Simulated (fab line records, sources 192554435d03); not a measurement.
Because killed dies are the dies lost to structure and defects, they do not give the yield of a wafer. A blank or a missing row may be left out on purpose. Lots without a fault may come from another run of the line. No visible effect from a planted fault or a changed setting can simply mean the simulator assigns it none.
Split-lot study || flow n5 finfet || route with 1938 steps; 7 lots, 21 wafers read

== THE SPLIT ITSELF ==
At N5_MOL_CONTACT_COAG_PECVD_31 (deposits SiO2 from TEOS/O2, target thk 46 nm, time 8.9 s), the setting temp c was moved away from the recipe's 400 C on 6 of the 21 wafers read, by -3.3% to +3.0%. For the rest of the wafers, this setting stayed at what the recipe calls for.

== FROM THE SPLIT TO THE READING: what the file shows between them, 6 steps ==
- N5_MOL_CONTACT_COAG_COAT_75: time 60 s, resist thk 60 nm
- N5_MOL_CONTACT_COAG_COAT_76: time 60 s, resist thk 10 nm
- N5_MOL_CONTACT_COAG_ETCHBACK_135: etches SiO2 in CHF3, target depth 25 nm, time 16.7 s
- N5_MOL_CONTACT_COAG_STRIP_118: strips in CHF3
- N5_MOL_CONTACT_COAG_VIA_ETCH_46: etches SiO2 in C4F6/O2, target depth 46 nm, overetch 9.2 nm, time 40 s
- N5_MOL_CONTACT_COAG_STRIP_96: strips in N2/H2

== THE READING ==
SiO2_of_MOL_CONTACT_COAG_PECVD_31.thk nm (the simulator's own value, which no gauge read), in nm, at N5_MOL_CONTACT_COAG_ETCH_47 (etches SiNx in CH3F/O2, stops on W, target depth 27 nm). The file gives no usual value for it. The 15 wafers here that ran the recipe average 44.4 nm, standard deviation 0.49 nm.

{"wafer": "L075.1", "tool, chamber at the split": "pecvd-04, 1", "temp c as run, C": 386.7, "against the recipe": "-3.3%", "SiO2_of_MOL_CONTACT_COAG_PECVD_31.thk nm, nm": 47.8, "against lot-mates on the recipe": "+3.0"}
{"wafer": "L075.3", "tool, chamber at the split": "pecvd-04, 0", "temp c as run, C": 400, "against the recipe": "recipe", "SiO2_of_MOL_CONTACT_COAG_PECVD_31.thk nm, nm": 44.8, "against lot-mates on the recipe": "-"}
{"wafer": "L075.4", "tool, chamber at the split": "pecvd-04, 1", "temp c as run, C": 386.7, "against the recipe": "-3.3%", "SiO2_of_MOL_CONTACT_COAG_PECVD_31.thk nm, nm": 48.8, "against lot-mates on the recipe": "+4.0"}
{"wafer": "L083.1", "tool, chamber at the split": "pecvd-03, 2,1", "temp c as run, C": 400, "against the recipe": "recipe", "SiO2_of_MOL_CONTACT_COAG_PECVD_31.thk nm, nm": 44.2, "against lot-mates on the recipe": "-"}
{"wafer": "L083.2", "tool, chamber at the split": "pecvd-03, 0", "temp c as run, C": 390.4, "against the recipe": "-2.4%", "SiO2_of_MOL_CONTACT_COAG_PECVD_31.thk nm, nm": 46.6, "against lot-mates on the recipe": "+2.3"}
{"wafer": "L083.6", "tool, chamber at the split": "pecvd-03, 2,1", "temp c as run, C": 400, "against the recipe": "recipe", "SiO2_of_MOL_CONTACT_COAG_PECVD_31.thk nm, nm": 44.4, "against lot-mates on the recipe": "-"}
{"wafer": "L084.3", "tool, chamber at the split": "pecvd-02, 0", "temp c as run, C": 400, "against the recipe": "recipe", "SiO2_of_MOL_CONTACT_COAG_PECVD_31.thk nm, nm": 44.8, "against lot-mates on the recipe": "-"}
{"wafer": "L084.4", "tool, chamber at the split": "pecvd-02, 1", "temp c as run, C": 400, "against the recipe": "recipe", "SiO2_of_MOL_CONTACT_COAG_PECVD_31.thk nm, nm": 45, "against lot-mates on the recipe": "-"}
{"wafer": "L084.6", "tool, chamber at the split": "pecvd-02, 0", "temp c as run, C": 400, "against the recipe": "recipe", "SiO2_of_MOL_CONTACT_COAG_PECVD_31.thk nm, nm": 45.2, "against lot-mates on the recipe": "-"}
{"wafer": "L089.1", "tool, chamber at the split": "pecvd-04, 0", "temp c as run, C": 412.2, "against the recipe": "+3.0%", "SiO2_of_MOL_CONTACT_COAG_PECVD_31.thk nm, nm": 40, "against lot-mates on the recipe": -4.0}
{"wafer": "L089.2", "tool, chamber at the split": "pecvd-04, 1", "temp c as run, C": 400, "against the recipe": "recipe", "SiO2_of_MOL_CONTACT_COAG_PECVD_31.thk nm, nm": 44, "against lot-mates on the recipe": "-"}
{"wafer": "L089.4", "tool, chamber at the split": "pecvd-04, 0", "temp c as run, C": 412.2, "against the recipe": "+3.0%", "SiO2_of_MOL_CONTACT_COAG_PECVD_31.thk nm, nm": 40.8, "against lot-mates on the recipe": -3.2}
{"wafer": "L091.4", "tool, chamber at the split": "pecvd-03, 2,1", "temp c as run, C": 400, "against the recipe": "recipe", "SiO2_of_MOL_CONTACT_COAG_PECVD_31.thk nm, nm": 44.8, "against lot-mates on the recipe": "-"}
{"wafer": "L091.5", "tool, chamber at the split": "pecvd-03, 2,1", "temp c as run, C": 400, "against the recipe": "recipe", "SiO2_of_MOL_CONTACT_COAG_PECVD_31.thk nm, nm": 44.8, "against lot-mates on the recipe": "-"}
{"wafer": "L091.6", "tool, chamber at the split": "pecvd-03, 2", "temp c as run, C": 400, "against the recipe": "recipe", "SiO2_of_MOL_CONTACT_COAG_PECVD_31.thk nm, nm": 44.2, "against lot-mates on the recipe": "-"}
{"wafer": "L095.3", "tool, chamber at the split": "pecvd-02, 1", "temp c as run, C": 400, "against the recipe": "recipe", "SiO2_of_MOL_CONTACT_COAG_PECVD_31.thk nm, nm": 44.4, "against lot-mates on the recipe": "-"}
{"wafer": "L095.4", "tool, chamber at the split": "pecvd-02, 2", "temp c as run, C": 400, "against the recipe": "recipe", "SiO2_of_MOL_CONTACT_COAG_PECVD_31.thk nm, nm": 44.2, "against lot-mates on the recipe": "-"}
{"wafer": "L095.5", "tool, chamber at the split": "pecvd-02, 2", "temp c as run, C": 400, "against the recipe": "recipe", "SiO2_of_MOL_CONTACT_COAG_PECVD_31.thk nm, nm": 43.8, "against lot-mates on the recipe": "-"}
{"wafer": "L097.2", "tool, chamber at the split": "pecvd-02, 2", "temp c as run, C": 400, "against the recipe": "recipe", "SiO2_of_MOL_CONTACT_COAG_PECVD_31.thk nm, nm": 43.4, "against lot-mates on the recipe": "-"}
{"wafer": "L097.4", "tool, chamber at the split": "pecvd-02, 2", "temp c as run, C": 400, "against the recipe": "recipe", "SiO2_of_MOL_CONTACT_COAG_PECVD_31.thk nm, nm": 43.8, "against lot-mates on the recipe": "-"}
{"wafer": "L097.5", "tool, chamber at the split": "pecvd-02, 0", "temp c as run, C": 408.4, "against the recipe": "+2.1%", "SiO2_of_MOL_CONTACT_COAG_PECVD_31.thk nm, nm": 42.6, "against lot-mates on the recipe": -1.0}
Where a row lists several chambers, the file gives one row for several wafers and doesn't say which wafer went through which chamber.

FIT RESULTS
A straight line over all 21 wafers: SiO2_of_MOL_CONTACT_COAG_PECVD_31.thk nm changes by -1.17 nm for each +1% of temp c; r = -0.96; the points scatter about the line by 0.54 nm.
The same after taking each lot's own level away (the mean of its wafers on the recipe; 21 wafers): -1.04 nm for each +1%; r = -0.97; scatter 0.41 nm.
The reading moves by 3.5 nm for the largest change in temp c, on that fit.
Across the lots, their own levels run from 43.60 to 45.00 nm, a range of 2.8 times the standard deviation given above.
Hence the slope depends on the lot-to-lot level, as the two fits are not the same.
Check: for one of the wafers moved furthest among these (-3.3%), held out of the fit, the line's prediction against its lot-mates is +3.63 nm. It came out at +3 nm against them.

== ADDITIONAL SPLITS CARRIED BY THESE WAFERS ==
Before the reading, these wafers also passed through other splits. Each is held against what the fit with the lots' levels taken away leaves over:
{"other split on the same wafers": "N5_MOL_CONTACT_COAG_EXPOSE_05 dose mj", "wafers away from the commonest value": 4, "r with SiO2_of_MOL_CONTACT_COAG_PECVD_31.thk nm (lot level and that fit taken away)": "+0.21"}
{"other split on the same wafers": "N5_MOL_CONTACT_COAG_ETCH_106 source w", "wafers away from the commonest value": 8, "r with SiO2_of_MOL_CONTACT_COAG_PECVD_31.thk nm (lot level and that fit taken away)": "+0.05"}

== THE WHOLE CHAIN: every reading that the file lists as answering this split, in the file's order ==
{"step": "N5_MOL_CONTACT_COAG_PECVD_31", "what it does": "deposits SiO2 from TEOS/O2, target thk 46 nm, time 8.9 s", "reading": "SiO2_of_MOL_CONTACT_COAG_PECVD_31.thk nm (the simulator's own value, which no gauge read)", "change (the file's fit)": "-1.03 nm for each +1% of the setting", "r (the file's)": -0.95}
{"step": "N5_MOL_CONTACT_COAG_VIA_ETCH_46", "what it does": "etches SiO2 in C4F6/O2, target depth 46 nm, overetch 9.2 nm, time 40 s", "reading": "etch.depth nm (the simulator's own value, which no gauge read)", "change (the file's fit)": "-1.01 nm for each +1% of the setting", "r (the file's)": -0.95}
{"step": "N5_MOL_CONTACT_COAG_ETCH_47", "what it does": "etches SiNx in CH3F/O2, stops on W, target depth 27 nm", "reading": "SiO2_of_MOL_CONTACT_COAG_PECVD_31.thk nm (the simulator's own value, which no gauge read)", "change (the file's fit)": "-0.99 nm for each +1% of the setting", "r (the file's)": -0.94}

== FILE'S OWN FIT ==
SiO2_of_MOL_CONTACT_COAG_PECVD_31.thk nm changes by -0.99 nm for each +1% of temp c, r = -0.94.
